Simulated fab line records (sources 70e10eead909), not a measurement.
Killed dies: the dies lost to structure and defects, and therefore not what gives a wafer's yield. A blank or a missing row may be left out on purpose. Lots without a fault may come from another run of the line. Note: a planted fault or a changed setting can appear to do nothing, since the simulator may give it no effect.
Which tool was responsible?    flow nand-harc    20 lots with 60 wafers sampled at 6 steps, on a route of 1159 steps

WHAT THE GAUGES READ, wafer by wafer
No reading from a measuring or inspecting step in the record can be judged against a usual standard deviation.

WHAT TOOL EACH LOT RAN ON (gives the tool, then ch and the chambers of the sampled wafers, and finally the start)
lot   NHARC_A_STAIRCASE_ETCH_13                      NHARC_A_STAIRCASE_TRIM_20           NHARC_A_STAIRCASE_TRIM_22       NHARC_A_STAIRCASE_TRIM_24       NHARC_A_STAIRCASE_TRIM_191      NHARC_A_STAIRCASE_ETCH_192
L075  rie-diel-02 ch 0,2,3, day 11 07:16 or earlier  rie-diel-13 ch 0,2,3, day 11 07:16  rie-diel-13 ch 1,2,3, no start  rie-diel-13 ch 1,2,3, no start  rie-diel-13 ch 0,1,3, no start  rie-diel-13 ch 0,1,2, no start
L077  rie-diel-05 ch 0,1, day 11 09:19 or earlier    rie-diel-05 ch 0,1,2, day 11 09:19  rie-diel-05 ch 1,2, no start    rie-diel-05 ch 0,2, no start    rie-diel-13 ch 1,2,3, no start  rie-diel-13 ch 0,1,2, no start
L076  rie-diel-13 ch 2,3, day 11 12:51 or earlier    rie-diel-13 ch 0,2,3, day 11 12:51  rie-diel-13 ch 0,3, no start    rie-diel-13 ch 1,2, no start    rie-diel-13 ch 0,2,3, no start  rie-diel-13 ch 1,3, no start
L079  rie-diel-02 ch 0,1, day 11 12:46 or earlier    rie-diel-02 ch 0,2, day 11 12:46    rie-diel-02 ch 1,2, no start    rie-diel-02 ch 0,2, no start    rie-diel-13 ch 1,2, no start    rie-diel-13 ch 0,2, no start
L078  rie-diel-05 ch 1,3, day 11 18:15 or earlier    rie-diel-02 ch 1,2, day 11 18:15    rie-diel-02 ch 0,3, no start    rie-diel-02 ch 0,1, no start    rie-diel-02 ch 0,2,3, no start  rie-diel-02 ch 0,2,3, no start
L081  rie-diel-02 ch 0,1,3, day 12 13:51 or earlier  rie-diel-02 ch 0,2,3, day 12 13:51  rie-diel-02 ch 0,1,3, no start  rie-diel-02 ch 0,1,2, no start  rie-diel-05 ch 0,1,2, no start  rie-diel-05 ch 0,2,3, no start
L083  rie-diel-05 ch 0,1,3, day 12 22:04 or earlier  rie-diel-05 ch 0,1,3, day 12 22:04  rie-diel-05 ch 1,2,3, no start  rie-diel-05 ch 1,2,3, no start  rie-diel-05 ch 0,1,2, no start  rie-diel-05 ch 1,2,3, no start
L080  rie-diel-02 ch 1,2,3, day 12 23:37 or earlier  rie-diel-02 ch 0,2,3, day 12 23:37  rie-diel-02 ch 0,1,3, no start  rie-diel-02 ch 1,2,3, no start  rie-diel-05 ch 0,2,3, no start  rie-diel-05 ch 1,2,3, no start
L082  rie-diel-13 ch 0,2, day 13 03:05 or earlier    rie-diel-02 ch 1,3, day 13 03:05    rie-diel-02 ch 0,2,3, no start  rie-diel-02 ch 1,2,3, no start  rie-diel-02 ch 0,1,3, no start  rie-diel-02 ch 2,3, no start
L084  rie-diel-13 ch 1,2,3, day 13 06:58 or earlier  rie-diel-02 ch 0,2,3, day 13 06:58  rie-diel-02 ch 0,2,3, no start  rie-diel-02 ch 0,1,2, no start  rie-diel-02 ch 2,3, no start    rie-diel-02 ch 2,3, no start
L089  rie-diel-05 ch 0,1,2, day 14 00:52 or earlier  rie-diel-13 ch 1,2,3, day 14 00:52  rie-diel-13 ch 0,1,3, no start  rie-diel-13 ch 0,1, no start    rie-diel-02 ch 1,2,3, no start  rie-diel-02 ch 0,1,3, no start
L085  rie-diel-02 ch 0,1,3, day 14 01:32 or earlier  rie-diel-02 ch 0,1,2, day 14 01:32  rie-diel-02 ch 0,2,3, no start  rie-diel-02 ch 0,1,3, no start  rie-diel-02 ch 0,2,3, no start  rie-diel-02 ch 0,2,3, no start
L086  rie-diel-05 ch 1,2,3, day 14 03:32 or earlier  rie-diel-13 ch 1,3, day 14 03:32    rie-diel-13 ch 2,3, no start    rie-diel-13 ch 0,1, no start    rie-diel-13 ch 0,1,3, no start  rie-diel-13 ch 2,3, no start
L091  rie-diel-02 ch 0,1,3, day 15 03:07 or earlier  rie-diel-02 ch 1,2,3, day 15 03:07  rie-diel-02 ch 1,2,3, no start  rie-diel-02 ch 0,1,3, no start  rie-diel-13 ch 1,2,3, no start  rie-diel-13 ch 0,2,3, no start
L093  rie-diel-02 ch 1,2, day 15 11:54 or earlier    rie-diel-13 ch 1,3, day 15 11:54    rie-diel-13 ch 1,3, no start    rie-diel-13 ch 0,3, no start    rie-diel-05 ch 1,2,3, no start  rie-diel-05 ch 2,3, no start
L092  rie-diel-02 ch 0,2, day 15 15:02 or earlier    rie-diel-02 ch 1,2, day 15 15:02    rie-diel-02 ch 1,2, no start    rie-diel-02 ch 0,2, no start    rie-diel-13 ch 0,1, no start    rie-diel-13 ch 2,3, no start
L094  rie-diel-05 ch 0,2, day 15 15:19 or earlier    rie-diel-05 ch 1,3, day 15 15:19    rie-diel-05 ch 1,2,3, no start  rie-diel-05 ch 0,2,3, no start  rie-diel-13 ch 1,2, no start    rie-diel-13 ch 0,2, no start
L096  rie-diel-13 ch 0,2,3, day 16 00:27 or earlier  rie-diel-02 ch 1,2, day 16 00:27    rie-diel-02 ch 1,2, no start    rie-diel-02 ch 1,2,3, no start  rie-diel-05 ch 0,2,3, no start  rie-diel-05 ch 0,3, no start
L095  rie-diel-02 ch 0,1,3, day 16 00:46 or earlier  rie-diel-13 ch 0,1,3, day 16 00:46  rie-diel-13 ch 1,2,3, no start  rie-diel-13 ch 0,2,3, no start  rie-diel-02 ch 0,2,3, no start  rie-diel-02 ch 0,2,3, no start
L097  rie-diel-02 ch 0,1,2, day 16 13:40 or earlier  rie-diel-13 ch 0,2, day 16 13:40    rie-diel-13 ch 0,2, no start    rie-diel-13 ch 0,2,3, no start  rie-diel-13 ch 1,2,3, no start  rie-diel-13 ch 1,2, no start
- NHARC_A_STAIRCASE_ETCH_13: etches the open film in C4F8/O2, target depth 100 nm, time 40.5 s.
- NHARC_A_STAIRCASE_TRIM_20: chemistry O2, time 211.2 s.
- NHARC_A_STAIRCASE_TRIM_22: chemistry O2, time 211.2 s.
- NHARC_A_STAIRCASE_TRIM_24: chemistry O2, time 211.2 s.
- NHARC_A_STAIRCASE_TRIM_191: chemistry O2, time 211.2 s.
- NHARC_A_STAIRCASE_ETCH_192: etches the open film in C4F8/O2, target depth 100 nm, time 40.5 s.

AS READ BY THE TOOLS THEMSELVES (means over the sampled wafers that have a number; for cases with no such wafer, the mark the record gives instead)
NHARC_A_STAIRCASE_ETCH_13.
lot   tool         chamber-pressure-mTorr (mTorr)  oes-product-au (a.u.)  rf-vpp-V (V)
L075  rie-diel-02  24.993                          0.950                  896
L077  rie-diel-05  24.988                          0.943                  893
L076  rie-diel-13  25.001                          0.945                  896
L079  rie-diel-02  24.991                          0.931                  898
L078  rie-diel-05  25.005                          0.921                  894
L081  rie-diel-02  25.003                          0.938                  895
L083  rie-diel-05  24.997                          0.940                  895
L080  rie-diel-02  24.983                          0.932                  896
L082  rie-diel-13  25.025                          0.936                  896
L084  rie-diel-13  25.006                          0.946                  892
L089  rie-diel-05  25.009                          0.922                  895
L085  rie-diel-02  25.003                          0.918                  893
L086  rie-diel-05  25.008                          0.912                  896
L091  rie-diel-02  24.995                          0.953                  901
L093  rie-diel-02  25.010                          0.937                  902
L092  rie-diel-02  24.997                          0.935                  902
L094  rie-diel-05  25.013                          0.933                  897
L096  rie-diel-13  25.002                          0.926                  894
L095  rie-diel-02  25.003                          0.947                  900
L097  rie-diel-02  25.004                          0.933                  900

NHARC_A_STAIRCASE_TRIM_20.
lot   tool         chamber-pressure-mTorr (mTorr)  drypump-motor-current-A (A)  oes-product-au (a.u.)  rf-vpp-V (V)  showerhead-plenum-p-Torr (Torr)  throttle-valve-pct (%)
L075  rie-diel-13  59.99                           5.7                          0.994                  57.4          3.49                             17.043
L077  rie-diel-05  59.96                           5.8                          0.989                  57.7          3.52                             17.036
L076  rie-diel-13  59.98                           5.7                          0.991                  58.0          3.49                             17.037
L079  rie-diel-02  60.06                           5.2                          1.006                  57.5          3.73                             17.047
L078  rie-diel-02  60.01                           5.4                          1.001                  58.9          3.71                             17.039
L081  rie-diel-02  60.02                           5.6                          1.003                  58.1          3.55                             17.038
L083  rie-diel-05  59.96                           5.7                          0.990                  58.0          3.51                             17.036
L080  rie-diel-02  60.03                           5.6                          0.989                  57.7          3.55                             17.032
L082  rie-diel-02  60.02                           6.2                          0.989                  58.0          3.46                             17.038
L084  rie-diel-02  60.01                           5.7                          0.999                  57.4          3.55                             17.040
L089  rie-diel-13  59.96                           5.7                          0.996                  57.5          3.41                             17.031
L085  rie-diel-02  60.01                           5.6                          1.002                  58.2          3.64                             17.036
L086  rie-diel-13  60.00                           5.9                          0.990                  57.7          3.29                             17.039
L091  rie-diel-02  59.97                           5.8                          1.006                  58.9          3.71                             17.032
L093  rie-diel-13  60.02                           5.9                          0.983                  57.6          3.29                             17.033
L092  rie-diel-02  60.01                           5.7                          1.004                  57.9          3.61                             17.035
L094  rie-diel-05  60.00                           5.5                          1.006                  57.4          3.45                             17.035
L096  rie-diel-02  59.96                           5.4                          1.008                  58.4          3.68                             17.034
L095  rie-diel-13  59.97                           5.8                          0.995                  57.2          3.36                             17.031
L097  rie-diel-13  60.01                           5.4                          1.001                  57.4          3.58                             17.044

NHARC_A_STAIRCASE_TRIM_22.
lot   tool         chamber-pressure-mTorr (mTorr)  drypump-motor-current-A (A)  oes-product-au (a.u.)  rf-vpp-V (V)  showerhead-plenum-p-Torr (Torr)  throttle-valve-pct (%)
L075  rie-diel-13  60.02                           5.7                          0.983                  57.6          3.42                             17.032
L077  rie-diel-05  60.04                           5.6                          0.997                  58.1          3.46                             17.036
L076  rie-diel-13  60.02                           5.8                          0.989                  57.6          3.45                             17.031
L079  rie-diel-02  60.00                           5.4                          1.002                  57.9          3.71                             17.036
L078  rie-diel-02  60.04                           6.1                          0.996                  57.6          3.39                             17.025
L081  rie-diel-02  59.96                           6.0                          0.995                  58.2          3.48                             17.035
L083  rie-diel-05  60.01                           5.5                          0.989                  57.8          3.53                             17.042
L080  rie-diel-02  59.99                           6.0                          0.995                  56.9          3.48                             17.037
L082  rie-diel-02  60.00                           5.7                          0.993                  58.5          3.55                             17.039
L084  rie-diel-02  59.95                           5.6                          0.998                  57.3          3.55                             17.039
L089  rie-diel-13  59.99                           5.8                          0.991                  57.3          3.37                             17.029
L085  rie-diel-02  60.03                           5.7                          0.997                  58.2          3.55                             17.037
L086  rie-diel-13  59.99                           5.8                          0.999                  57.9          3.41                             17.030
L091  rie-diel-02  59.98                           5.8                          1.001                  58.1          3.71                             17.044
L093  rie-diel-13  60.01                           5.9                          0.988                  57.3          3.29                             17.042
L092  rie-diel-02  59.99                           5.4                          1.007                  57.2          3.69                             17.044
L094  rie-diel-05  59.98                           5.5                          1.002                  57.8          3.52                             17.043
L096  rie-diel-02  59.99                           5.4                          1.005                  58.5          3.68                             17.047
L095  rie-diel-13  59.99                           5.7                          0.994                  57.2          3.40                             17.036
L097  rie-diel-13  59.97                           5.5                          0.992                  58.0          3.55                             17.037

NHARC_A_STAIRCASE_TRIM_24.
lot   tool         chamber-pressure-mTorr (mTorr)  drypump-motor-current-A (A)  oes-product-au (a.u.)  rf-vpp-V (V)  showerhead-plenum-p-Torr (Torr)  throttle-valve-pct (%)
L075  rie-diel-13  59.99                           5.7                          0.986                  57.7          3.42                             17.036
L077  rie-diel-05  59.98                           6.1                          0.990                  57.7          3.57                             17.037
L076  rie-diel-13  60.03                           5.6                          0.987                  57.5          3.42                             17.040
L079  rie-diel-02  60.01                           5.2                          0.995                  59.1          3.73                             17.032
L078  rie-diel-02  59.95                           5.9                          0.994                  57.1          3.57                             17.033
L081  rie-diel-02  59.99                           5.6                          0.994                  57.6          3.65                             17.034
L083  rie-diel-05  59.98                           5.5                          0.994                  58.1          3.53                             17.038
L080  rie-diel-02  60.08                           5.8                          0.995                  57.9          3.53                             17.043
L082  rie-diel-02  60.00                           5.8                          0.993                  57.4          3.53                             17.041
L084  rie-diel-02  59.96                           5.6                          1.004                  58.0          3.65                             17.039
L089  rie-diel-13  60.01                           5.7                          0.982                  57.3          3.37                             17.034
L085  rie-diel-02  60.01                           6.0                          0.993                  58.3          3.47                             17.043
L086  rie-diel-13  59.95                           5.7                          0.989                  57.3          3.37                             17.034
L091  rie-diel-02  60.03                           6.0                          0.997                  57.3          3.65                             17.036
L093  rie-diel-13  60.03                           5.8                          0.990                  58.1          3.44                             17.030
L092  rie-diel-02  60.03                           5.2                          1.006                  57.7          3.71                             17.033
L094  rie-diel-05  60.00                           5.8                          1.007                  58.1          3.58                             17.036
L096  rie-diel-02  60.00                           5.8                          1.002                  58.5          3.70                             17.039
L095  rie-diel-13  60.01                           5.7                          0.989                  57.9          3.47                             17.026
L097  rie-diel-13  60.00                           5.7                          0.993                  57.7          3.47                             17.038

NHARC_A_STAIRCASE_TRIM_191.
lot   tool         chamber-pressure-mTorr (mTorr)  drypump-motor-current-A (A)  oes-product-au (a.u.)  rf-vpp-V (V)  showerhead-plenum-p-Torr (Torr)  throttle-valve-pct (%)
L075  rie-diel-13  60.02                           5.8                          0.995                  57.5          3.38                             17.034
L077  rie-diel-13  60.00                           5.7                          0.987                  56.9          3.42                             17.030
L076  rie-diel-13  59.93                           5.7                          1.002                  57.4          3.49                             17.030
L079  rie-diel-13  60.02                           5.6                          0.980                  57.0          3.42                             17.037
L078  rie-diel-02  60.04                           5.6                          0.997                  58.6          3.56                             17.037
L081  rie-diel-05  59.99                           5.8                          0.999                  57.3          3.51                             17.028
L083  rie-diel-05  59.97                           5.9                          1.000                  58.1          3.51                             17.031
L080  rie-diel-05  60.00                           5.7                          0.991                  57.6          3.59                             17.036
L082  rie-diel-02  60.05                           6.0                          0.995                  58.1          3.48                             17.039
L084  rie-diel-02  60.03                           5.9                          0.995                  56.6          3.44                             17.040
L089  rie-diel-02  59.99                           5.8                          0.999                  57.6          3.53                             17.035
L085  rie-diel-02  60.03                           5.6                          0.995                  58.3          3.54                             17.028
L086  rie-diel-13  60.01                           5.8                          0.993                  56.4          3.37                             17.038
L091  rie-diel-13  59.96                           5.7                          1.001                  57.6          3.40                             17.039
L093  rie-diel-05  60.00                           5.6                          1.005                  57.8          3.52                             17.036
L092  rie-diel-13  60.07                           5.7                          0.985                  57.7          3.36                             17.030
L094  rie-diel-13  60.03                           5.5                          1.000                  57.5          3.52                             17.038
L096  rie-diel-05  59.93                           5.8                          0.997                  58.8          3.57                             17.032
L095  rie-diel-02  59.98                           5.6                          0.995                  58.4          3.72                             17.029
L097  rie-diel-13  60.02                           5.7                          0.993                  57.5          3.39                             17.039

NHARC_A_STAIRCASE_ETCH_192.
lot   tool         chamber-pressure-mTorr (mTorr)  oes-product-au (a.u.)  rf-vpp-V (V)
L075  rie-diel-13  24.987                          0.939                  895
L077  rie-diel-13  24.977                          0.935                  894
L076  rie-diel-13  25.008                          0.931                  887
L079  rie-diel-13  24.992                          0.933                  898
L078  rie-diel-02  24.992                          0.940                  897
L081  rie-diel-05  25.001                          0.925                  899
L083  rie-diel-05  25.002                          0.941                  896
L080  rie-diel-05  25.005                          0.927                  896
L082  rie-diel-02  25.018                          0.931                  893
L084  rie-diel-02  24.993                          0.945                  898
L089  rie-diel-02  24.996                          0.927                  894
L085  rie-diel-02  25.015                          0.940                  897
L086  rie-diel-13  24.990                          0.933                  891
L091  rie-diel-13  25.003                          0.923                  895
L093  rie-diel-05  24.994                          0.967                  900
L092  rie-diel-13  25.015                          0.945                  895
L094  rie-diel-13  25.022                          0.931                  897
L096  rie-diel-05  25.011                          0.950                  897
L095  rie-diel-02  25.013                          0.942                  902
L097  rie-diel-13  25.006                          0.933                  895

THE ANSWER, worked out from the rows above alone
Rule: usual is defined by the lots themselves. Put in order of their means at a reading, lots are off if they are a third of the lots or fewer, leave a main group of 4 or more, and stand apart from it by a gap of 3 or more times the standard deviation of the main group's means; of several such gaps the widest counts. A main group is skipped when, at the precision printed for the reading in the tables above, its means are all equal. A lot without any number at a reading at which 4 lots or more have one is off too. All remaining lots with rows at the step are treated as sound. Order of review: gauges by route order, followed by the tools' own readings, for which a lot's mean as printed above is used. The first step at which some lot is off is used, and at that step the reading that is off furthest; a lot without a number counts as furthest.
Nothing can be told from this: no lot is off at any reading shown.

WHAT HAD BEEN PUT IN BY THE SIMULATOR
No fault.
